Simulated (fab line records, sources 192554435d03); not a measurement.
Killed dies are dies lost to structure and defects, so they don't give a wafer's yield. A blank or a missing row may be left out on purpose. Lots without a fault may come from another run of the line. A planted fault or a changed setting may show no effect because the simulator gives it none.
Chamber matching | flow n5_finfet | N5_BEOL_M5_DEP_56 on pecvd-04: 3 sister chambers
The step deposits SiCN from 3MS/NH3, target thk 8 nm, time 14 s. 3 wafers are shown with their chamber, then 7 later ones without.

WAFERS WITH THEIR CHAMBER
wafer  | chamber | throttle_valve_pct (%)
L079.6 | 2       | 9.0
L094.3 | 0       | 9.4
L094.5 | 1       | 9.7

WAFERS WITHOUT THEIR CHAMBER
wafer  | throttle_valve_pct (%)
L094.6 | 9.5
L095.3 | 9.7
L095.5 | 9.6
L095.6 | 8.9
L097.3 | 9.6
L097.4 | 9.8
L097.5 | 8.7

WHICH CHAMBER EACH WENT THROUGH
wafer  | from the rows above     | in truth
L094.6 | can't be placed: 0 or 1 | 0
L095.3 | 1                       | 1
L095.5 | can't be placed: 1 or 0 | 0
L095.6 | 2                       | 2
L097.3 | can't be placed: 1 or 0 | 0
L097.4 | 1                       | 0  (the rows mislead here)
L097.5 | 2                       | 2
Placed correctly: 3 of 7. Can't be placed from these rows: 3 (the true chamber is among the candidates in 3). Placed wrongly: 1.
How it was worked out, from the rows above alone: a wafer's distance from a chamber is the root of the sum, over the readings, of the square of ((its reading less the chamber's mean) divided by the reading's scatter). The wafer belongs to the nearest chamber; if the next one is less than 2 further off, it can't be placed. A chamber's mean is the mean of its shown wafers. The scatter: with one shown wafer a chamber, the root of the mean of the squares of how far each hidden wafer lies from its nearest shown one.
